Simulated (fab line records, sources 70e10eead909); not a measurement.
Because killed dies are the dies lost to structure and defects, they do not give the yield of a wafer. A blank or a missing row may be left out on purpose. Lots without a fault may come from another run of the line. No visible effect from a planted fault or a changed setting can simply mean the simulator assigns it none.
Which of the tools did it? || flow nandHarc || 11 lots, 33 wafers sampled, at 6 steps of a route of 1302

== WHAT THE GAUGES SHOWED, per wafer ==
NHARC_P_ZERO_WELL_CD_MEAS_24: target cd 720 nm.
{"lot": "L399", "measured": "day 2 08:50", "on": "cdSem-02", "cdNm (nm)": "719.8 720.0 719.8"}
{"lot": "L400", "measured": "day 2 18:37", "on": "cdSem-02", "cdNm (nm)": "719.9 720.7 721.3"}
{"lot": "L402", "measured": "day 3 14:31", "on": "cdSem-03", "cdNm (nm)": "719.8 718.5 720.3"}
{"lot": "L403", "measured": "day 4 00:44", "on": "cdSem-02", "cdNm (nm)": "721.4 719.0 719.9"}
{"lot": "L404", "measured": "day 4 10:35", "on": "cdSem-03", "cdNm (nm)": "721.7 720.3 720.2"}
{"lot": "L405", "measured": "day 4 20:48", "on": "cdSem-03", "cdNm (nm)": "717.7 719.5 719.6"}
{"lot": "L408", "measured": "day 6 02:43", "on": "cdSem-02", "cdNm (nm)": "718.6 720.0 719.9"}
{"lot": "L409", "measured": "day 6 12:43", "on": "cdSem-01", "cdNm (nm)": "721.0 720.4 719.7"}
{"lot": "L411", "measured": "day 7 09:04", "on": "cdSem-01", "cdNm (nm)": "- - -"}
{"lot": "L420", "measured": "day 11 02:28", "on": "cdSem-02", "cdNm (nm)": "719.3 720.6 722.8"}
{"lot": "L421", "measured": "day 11 12:27", "on": "cdSem-02", "cdNm (nm)": "717.4 720.9 721.4"}

NHARC_P_ZERO_WELL_INSPECT_43.
{"lot": "L399", "measured": "day 2 13:47", "on": "defectInspect-02", "rawDefectCount": "24 4 21"}
{"lot": "L400", "measured": "day 2 23:45", "on": "defectInspect-02", "rawDefectCount": "10 14 6"}
{"lot": "L402", "measured": "day 3 19:37", "on": "defectInspect-01", "rawDefectCount": "14 9 23"}
{"lot": "L403", "measured": "day 4 06:17", "on": "defectInspect-02", "rawDefectCount": "15 12 12"}
{"lot": "L404", "measured": "day 4 15:37", "on": "defectInspect-01", "rawDefectCount": "7 9 8"}
{"lot": "L405", "measured": "day 5 02:16", "on": "defectInspect-02", "rawDefectCount": "8 11 4"}
{"lot": "L408", "measured": "day 6 07:56", "on": "defectInspect-01", "rawDefectCount": "15 8 18"}
{"lot": "L409", "measured": "day 6 17:58", "on": "defectInspect-02", "rawDefectCount": "7 4 6"}
{"lot": "L411", "measured": "day 7 14:11", "on": "defectInspect-02", "rawDefectCount": "10 21 15"}
{"lot": "L420", "measured": "day 11 07:23", "on": "defectInspect-02", "rawDefectCount": "11 9 14"}
{"lot": "L421", "measured": "day 11 17:25", "on": "defectInspect-01", "rawDefectCount": "13 13 31"}

NHARC_END_SORT_01.
{"lot": "L399", "measured": "day 24 19:16", "on": "prober-01", "killedAtArray": "67 54 69", "killedAtOther": "2 5 3", "killedAtPeriphery": "8 3 4", "killedDies": "77 62 76", "killedOpen": "6 1 1", "killedShort": "1 3 4"}
{"lot": "L400", "measured": "day 25 18:50", "on": "prober-01", "killedAtArray": "53 51 44", "killedAtOther": "0 3 0", "killedAtPeriphery": "1 4 2", "killedDies": "54 58 46", "killedOpen": "4 7 4", "killedShort": "4 1 2"}
{"lot": "L402", "measured": "day 25 09:26", "on": "prober-01", "killedAtArray": "18 26 21", "killedAtOther": "3 0 1", "killedAtPeriphery": "2 1 2", "killedDies": "23 27 24", "killedOpen": "4 9 10", "killedShort": "2 2 1"}
{"lot": "L403", "measured": "day 26 06:08", "on": "prober-02", "killedAtArray": "60 53 78", "killedAtOther": "0 0 0", "killedAtPeriphery": "4 1 3", "killedDies": "64 54 81", "killedOpen": "5 2 3", "killedShort": "3 1 4"}
{"lot": "L404", "measured": "day 26 06:56", "on": "prober-01", "killedAtArray": "57 54 55", "killedAtOther": "1 3 1", "killedAtPeriphery": "2 3 1", "killedDies": "60 60 57", "killedOpen": "5 3 4", "killedShort": "2 3 2"}
{"lot": "L405", "measured": "day 27 13:31", "on": "prober-02", "killedAtArray": "68 68 68", "killedAtOther": "0 0 0", "killedAtPeriphery": "3 2 1", "killedDies": "71 70 69", "killedOpen": "3 5 2", "killedShort": "1 3 1"}
{"lot": "L408", "measured": "day 28 12:04", "on": "prober-02", "killedAtArray": "19 29 22", "killedAtOther": "1 0 1", "killedAtPeriphery": "1 1 1", "killedDies": "21 30 24", "killedOpen": "3 3 5", "killedShort": "2 3 1"}
{"lot": "L409", "measured": "day 29 11:43", "on": "prober-01", "killedAtArray": "29 26 35", "killedAtOther": "0 0 0", "killedAtPeriphery": "0 5 3", "killedDies": "29 31 38", "killedOpen": "6 5 3", "killedShort": "2 2 3"}
{"lot": "L411", "measured": "day 30 21:21", "on": "prober-01", "killedAtArray": "65 45 62", "killedAtOther": "3 2 0", "killedAtPeriphery": "609 630 615", "killedDies": "677 677 677", "killedOpen": "4 2 5", "killedShort": "4 0 4"}
{"lot": "L420", "measured": "day 34 23:04", "on": "prober-01", "killedAtArray": "25 27 18", "killedAtOther": "0 0 0", "killedAtPeriphery": "2 1 0", "killedDies": "27 28 18", "killedOpen": "3 3 1", "killedShort": "3 4 1"}
{"lot": "L421", "measured": "day 34 04:38", "on": "prober-02", "killedAtArray": "35 65 53", "killedAtOther": "0 1 0", "killedAtPeriphery": "1 4 1", "killedDies": "36 70 54", "killedOpen": "6 6 5", "killedShort": "6 2 3"}

== WHICH TOOL RAN EACH LOT (tool, then ch and the chambers of the sampled wafers, then the start) ==
{"lot": "L399", "NHARC_P_ZERO_WELL_DESCUM_13": "rieDiel-06 ch 0,2,3, day 2 07:28", "NHARC_P_ZERO_WELL_ETCH_62": "rieDiel-06 ch 1,3, day 2 08:41 or earlier", "NHARC_P_ZERO_WELL_EXPOSE_21": "krfScanner-03 ch 0, day 2 08:41"}
{"lot": "L400", "NHARC_P_ZERO_WELL_DESCUM_13": "rieDiel-13 ch 1,2,3, day 2 17:26", "NHARC_P_ZERO_WELL_ETCH_62": "rieDiel-13 ch 1,3, day 2 18:28 or earlier", "NHARC_P_ZERO_WELL_EXPOSE_21": "krfScanner-01 ch 0, day 2 18:28"}
{"lot": "L402", "NHARC_P_ZERO_WELL_DESCUM_13": "rieDiel-13 ch 0,1,2, day 3 13:17", "NHARC_P_ZERO_WELL_ETCH_62": "rieDiel-13 ch 1,2,3, day 3 14:21 or earlier", "NHARC_P_ZERO_WELL_EXPOSE_21": "krfScanner-01 ch 0, day 3 14:21"}
{"lot": "L403", "NHARC_P_ZERO_WELL_DESCUM_13": "rieDiel-09 ch 1,2,3, day 3 23:28", "NHARC_P_ZERO_WELL_ETCH_62": "rieDiel-09 ch 1,2,3, day 4 00:35 or earlier", "NHARC_P_ZERO_WELL_EXPOSE_21": "krfScanner-03 ch 0, day 4 00:35"}
{"lot": "L404", "NHARC_P_ZERO_WELL_DESCUM_13": "rieDiel-06 ch 2,3, day 4 09:22", "NHARC_P_ZERO_WELL_ETCH_62": "rieDiel-06 ch 0,1,3, day 4 10:26 or earlier", "NHARC_P_ZERO_WELL_EXPOSE_21": "krfScanner-01 ch 0, day 4 10:26"}
{"lot": "L405", "NHARC_P_ZERO_WELL_DESCUM_13": "rieDiel-13 ch 0,2, day 4 19:36", "NHARC_P_ZERO_WELL_ETCH_62": "rieDiel-13 ch 0,2,3, day 4 20:39 or earlier", "NHARC_P_ZERO_WELL_EXPOSE_21": "krfScanner-01 ch 0, day 4 20:39"}
{"lot": "L408", "NHARC_P_ZERO_WELL_DESCUM_13": "rieDiel-06 ch 1,3, day 6 01:26", "NHARC_P_ZERO_WELL_ETCH_62": "rieDiel-06 ch 0,1, day 6 02:34 or earlier", "NHARC_P_ZERO_WELL_EXPOSE_21": "krfScanner-03 ch 0, day 6 02:34"}
{"lot": "L409", "NHARC_P_ZERO_WELL_DESCUM_13": "rieDiel-09 ch 2,3, day 6 11:29", "NHARC_P_ZERO_WELL_ETCH_62": "rieDiel-09 ch 0,2,3, day 6 12:34 or earlier", "NHARC_P_ZERO_WELL_EXPOSE_21": "krfScanner-04 ch 0, day 6 12:34"}
{"lot": "L411", "NHARC_P_ZERO_WELL_DESCUM_13": "rieDiel-06 ch 1,2,3, day 7 07:41", "NHARC_P_ZERO_WELL_ETCH_62": "rieDiel-06 ch 0,1,3, day 7 08:55 or earlier", "NHARC_P_ZERO_WELL_EXPOSE_21": "krfScanner-01 ch 0, day 7 08:55"}
{"lot": "L420", "NHARC_P_ZERO_WELL_DESCUM_13": "rieDiel-13 ch 1,2, day 11 01:17", "NHARC_P_ZERO_WELL_ETCH_62": "rieDiel-13 ch 1,3, day 11 02:19 or earlier", "NHARC_P_ZERO_WELL_EXPOSE_21": "krfScanner-04 ch 0, day 11 02:19"}
{"lot": "L421", "NHARC_P_ZERO_WELL_DESCUM_13": "rieDiel-13 ch 1,3, day 11 11:23", "NHARC_P_ZERO_WELL_ETCH_62": "rieDiel-13 ch 1,2,3, day 11 12:18 or earlier", "NHARC_P_ZERO_WELL_EXPOSE_21": "krfScanner-04 ch 0, day 11 12:18"}
- NHARC_P_ZERO_WELL_DESCUM_13: chemistry O2, time 3 s.
- NHARC_P_ZERO_WELL_ETCH_62: etches the open film in CHF3/Ar, target depth 13 nm, time 6.5 s.
- NHARC_P_ZERO_WELL_EXPOSE_21: exposes mask P NWELL, target cd 720 nm.

== AS READ BY THE TOOLS THEMSELVES (means over the sampled wafers that have a number; for cases with no such wafer, the mark the record gives instead) ==
NHARC_P_ZERO_WELL_DESCUM_13.
{"lot": "L399", "tool": "rieDiel-06", "drypumpMotorCurrentA (A)": 5.8, "oesProductAu (a.u.)": 1.010, "rfVppV (V)": 57.0, "showerheadPlenumPTorr (Torr)": 1.88, "throttleValvePct (%)": 11.314}
{"lot": "L400", "tool": "rieDiel-13", "drypumpMotorCurrentA (A)": 5.6, "oesProductAu (a.u.)": 1.001, "rfVppV (V)": 56.9, "showerheadPlenumPTorr (Torr)": 1.95, "throttleValvePct (%)": 11.315}
{"lot": "L402", "tool": "rieDiel-13", "drypumpMotorCurrentA (A)": 5.2, "oesProductAu (a.u.)": 0.986, "rfVppV (V)": 58.5, "showerheadPlenumPTorr (Torr)": 2.02, "throttleValvePct (%)": 11.313}
{"lot": "L403", "tool": "rieDiel-09", "drypumpMotorCurrentA (A)": 6.0, "oesProductAu (a.u.)": 1.012, "rfVppV (V)": 57.7, "showerheadPlenumPTorr (Torr)": 1.84, "throttleValvePct (%)": 11.315}
{"lot": "L404", "tool": "rieDiel-06", "drypumpMotorCurrentA (A)": 5.6, "oesProductAu (a.u.)": 1.002, "rfVppV (V)": 57.3, "showerheadPlenumPTorr (Torr)": 1.82, "throttleValvePct (%)": 11.317}
{"lot": "L405", "tool": "rieDiel-13", "drypumpMotorCurrentA (A)": 5.1, "oesProductAu (a.u.)": 0.987, "rfVppV (V)": 58.9, "showerheadPlenumPTorr (Torr)": 2.05, "throttleValvePct (%)": 11.308}
{"lot": "L408", "tool": "rieDiel-06", "drypumpMotorCurrentA (A)": 6.1, "oesProductAu (a.u.)": 0.996, "rfVppV (V)": 57.9, "showerheadPlenumPTorr (Torr)": 1.95, "throttleValvePct (%)": 11.312}
{"lot": "L409", "tool": "rieDiel-09", "drypumpMotorCurrentA (A)": 6.1, "oesProductAu (a.u.)": 1.003, "rfVppV (V)": 58.1, "showerheadPlenumPTorr (Torr)": 1.88, "throttleValvePct (%)": 11.306}
{"lot": "L411", "tool": "rieDiel-06", "drypumpMotorCurrentA (A)": 5.8, "oesProductAu (a.u.)": 1.005, "rfVppV (V)": 58.4, "showerheadPlenumPTorr (Torr)": 1.99, "throttleValvePct (%)": 11.313}
{"lot": "L420", "tool": "rieDiel-13", "drypumpMotorCurrentA (A)": 5.2, "oesProductAu (a.u.)": 0.991, "rfVppV (V)": 57.6, "showerheadPlenumPTorr (Torr)": 1.99, "throttleValvePct (%)": 11.315}
{"lot": "L421", "tool": "rieDiel-13", "drypumpMotorCurrentA (A)": 6.0, "oesProductAu (a.u.)": 0.988, "rfVppV (V)": 57.2, "showerheadPlenumPTorr (Torr)": 1.87, "throttleValvePct (%)": 11.312}

NHARC_P_ZERO_WELL_ETCH_62.
{"lot": "L399", "tool": "rieDiel-06", "drypumpMotorCurrentA (A)": 6.2, "oesProductAu (a.u.)": 0.947, "rfVppV (V)": 370.9, "showerheadPlenumPTorr (Torr)": 2.37, "throttleValvePct (%)": 20.217}
{"lot": "L400", "tool": "rieDiel-13", "drypumpMotorCurrentA (A)": 5.7, "oesProductAu (a.u.)": 0.968, "rfVppV (V)": 370.8, "showerheadPlenumPTorr (Torr)": 2.37, "throttleValvePct (%)": 20.212}
{"lot": "L402", "tool": "rieDiel-13", "drypumpMotorCurrentA (A)": 5.6, "oesProductAu (a.u.)": 0.976, "rfVppV (V)": 370.8, "showerheadPlenumPTorr (Torr)": 2.38, "throttleValvePct (%)": 20.218}
{"lot": "L403", "tool": "rieDiel-09", "drypumpMotorCurrentA (A)": 6.0, "oesProductAu (a.u.)": 0.954, "rfVppV (V)": 369.3, "showerheadPlenumPTorr (Torr)": 2.26, "throttleValvePct (%)": 20.225}
{"lot": "L404", "tool": "rieDiel-06", "drypumpMotorCurrentA (A)": 6.0, "oesProductAu (a.u.)": 0.964, "rfVppV (V)": 371.3, "showerheadPlenumPTorr (Torr)": 2.39, "throttleValvePct (%)": 20.222}
{"lot": "L405", "tool": "rieDiel-13", "drypumpMotorCurrentA (A)": 5.5, "oesProductAu (a.u.)": 0.960, "rfVppV (V)": 371.8, "showerheadPlenumPTorr (Torr)": 2.41, "throttleValvePct (%)": 20.213}
{"lot": "L408", "tool": "rieDiel-06", "drypumpMotorCurrentA (A)": 5.9, "oesProductAu (a.u.)": 0.948, "rfVppV (V)": 372.3, "showerheadPlenumPTorr (Torr)": 2.40, "throttleValvePct (%)": 20.224}
{"lot": "L409", "tool": "rieDiel-09", "drypumpMotorCurrentA (A)": 5.7, "oesProductAu (a.u.)": 0.963, "rfVppV (V)": 370.1, "showerheadPlenumPTorr (Torr)": 2.31, "throttleValvePct (%)": 20.219}
{"lot": "L411", "tool": "rieDiel-06", "drypumpMotorCurrentA (A)": 6.1, "oesProductAu (a.u.)": 0.942, "rfVppV (V)": 371.7, "showerheadPlenumPTorr (Torr)": 2.38, "throttleValvePct (%)": 20.213}
{"lot": "L420", "tool": "rieDiel-13", "drypumpMotorCurrentA (A)": 5.7, "oesProductAu (a.u.)": 0.971, "rfVppV (V)": 371.6, "showerheadPlenumPTorr (Torr)": 2.35, "throttleValvePct (%)": 20.221}
{"lot": "L421", "tool": "rieDiel-13", "drypumpMotorCurrentA (A)": 5.6, "oesProductAu (a.u.)": 0.964, "rfVppV (V)": 371.1, "showerheadPlenumPTorr (Torr)": 2.37, "throttleValvePct (%)": 20.223}

NHARC_P_ZERO_WELL_EXPOSE_21.
{"lot": "L399", "tool": "krfScanner-03", "exposureDoseMJCm2": 22.282, "focusOffsetNm (nm)": -0.4}
{"lot": "L400", "tool": "krfScanner-01", "exposureDoseMJCm2": 22.330, "focusOffsetNm (nm)": 0.4}
{"lot": "L402", "tool": "krfScanner-01", "exposureDoseMJCm2": 22.288, "focusOffsetNm (nm)": 0.2}
{"lot": "L403", "tool": "krfScanner-03", "exposureDoseMJCm2": 22.307, "focusOffsetNm (nm)": 0.2}
{"lot": "L404", "tool": "krfScanner-01", "exposureDoseMJCm2": 22.331, "focusOffsetNm (nm)": 0.6}
{"lot": "L405", "tool": "krfScanner-01", "exposureDoseMJCm2": 22.303, "focusOffsetNm (nm)": -0.6}
{"lot": "L408", "tool": "krfScanner-03", "exposureDoseMJCm2": 22.297, "focusOffsetNm (nm)": -0.5}
{"lot": "L409", "tool": "krfScanner-04", "exposureDoseMJCm2": 22.338, "focusOffsetNm (nm)": -0.4}
{"lot": "L411", "tool": "krfScanner-01", "exposureDoseMJCm2": 22.305, "focusOffsetNm (nm)": 0.5}
{"lot": "L420", "tool": "krfScanner-04", "exposureDoseMJCm2": 22.332, "focusOffsetNm (nm)": -0.2}
{"lot": "L421", "tool": "krfScanner-04", "exposureDoseMJCm2": 22.287, "focusOffsetNm (nm)": 0.3}

== THE ANSWER, worked out from the rows above alone ==
Rule: usual is defined by the lots themselves. The widest of any qualifying gaps counts: lots, ordered by their means at a reading, are off when they make up no more than a third of the lots, leave a main group of 4 or more, and stand apart from it by 3 or more times the standard deviation of that group's means. The tables above print the reading to a certain number of digits; a main group whose means all agree to those digits is not used. A lot without any number at a reading at which 4 lots or more have one is off too. The other lots that the step has rows for count as sound. The gauges are gone through in route order, then the tools' own readings, and for those a lot's mean is taken as printed above. At the first step where some lot is off, the reading lying furthest off is the one used; lots without a number count as furthest.
Off, at NHARC_P_ZERO_WELL_CD_MEAS_24 on cdNm: L411. Without a number there: L411. The main group: mean 720.0 nm, standard deviation 0.59.
If a tool, at a process step before that reading, ran all the lots that are off and no sound lot after the first of them, it fits. Not tried: the gauges at NHARC_P_ZERO_WELL_CD_MEAS_24; whatever is off there is also off at NHARC_END_SORT_01, on other tools, and gauge error can't account for it. NHARC_P_ZERO_WELL_ETCH_62 gives no start for some lots, so the hours and the order of its lots are those of NHARC_P_ZERO_WELL_EXPOSE_21. Can't be told from this: 2 tools fit, rieDiel-06 at NHARC_P_ZERO_WELL_DESCUM_13 and NHARC_P_ZERO_WELL_ETCH_62, krfScanner-01 at NHARC_P_ZERO_WELL_EXPOSE_21.

== WHAT WAS PUT IN BY THE SIMULATOR ==
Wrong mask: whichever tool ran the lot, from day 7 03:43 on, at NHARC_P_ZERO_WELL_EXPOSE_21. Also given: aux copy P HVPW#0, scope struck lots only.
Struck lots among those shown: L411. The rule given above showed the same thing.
